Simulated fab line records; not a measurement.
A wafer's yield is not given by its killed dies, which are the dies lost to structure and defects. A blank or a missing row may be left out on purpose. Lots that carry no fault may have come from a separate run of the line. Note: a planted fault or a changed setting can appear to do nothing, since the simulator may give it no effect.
Matching of chambers + flow nandHarc + 4 sister chambers for NHARC_A_CONTACT_ETCH_75 on rieDiel-11
The step etches the open film in CF4, target depth 39 nm, time 65 s. 4 wafers are shown with their chamber, then 8 later ones without.

## WAFERS, EACH WITH ITS CHAMBER
| wafer  | chamber | showerheadPlenumPTorr (Torr) |
|--------|---------|------------------------------|
| L158.6 | 1       | 1.82                         |
| L163.1 | 2       | 1.72                         |
| L163.6 | 0       | 1.71                         |
| L162.1 | 3       | 1.85                         |

## WAFERS WITHOUT THEIR CHAMBER
| wafer  | showerheadPlenumPTorr (Torr) |
|--------|------------------------------|
| L162.2 | 1.72                         |
| L162.4 | 1.82                         |
| L172.1 | 1.72                         |
| L172.5 | 1.70                         |
| L174.3 | 1.81                         |
| L174.6 | 1.85                         |
| L175.5 | 1.72                         |
| L175.6 | 1.84                         |

## EACH ONE'S CHAMBER
| wafer  | from the rows above     | in truth |
|--------|-------------------------|----------|
| L162.2 | can't be placed: 2 or 0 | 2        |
| L162.4 | 1                       | 1        |
| L172.1 | can't be placed: 2 or 0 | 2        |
| L172.5 | can't be placed: 0 or 2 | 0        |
| L174.3 | 1                       | 1        |
| L174.6 | 3                       | 3        |
| L175.5 | can't be placed: 2 or 0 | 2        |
| L175.6 | can't be placed: 3 or 1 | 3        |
Correctly placed: 3 of 8. These rows do not allow placing 5 (true chamber among the candidates in 5). 0 placed wrongly.
How it was worked out, from the rows above alone: a wafer's distance from a chamber is the root of the sum, over the readings, of the square of ((its reading less the chamber's mean) divided by the reading's scatter). The wafer belongs to the nearest chamber; if the next one is less than 2 further off, it can't be placed. Each chamber's mean is taken over the wafers shown for it. The scatter (one wafer shown for each chamber): square how far every hidden wafer sits from the nearest shown wafer, average those squares and take the square root.
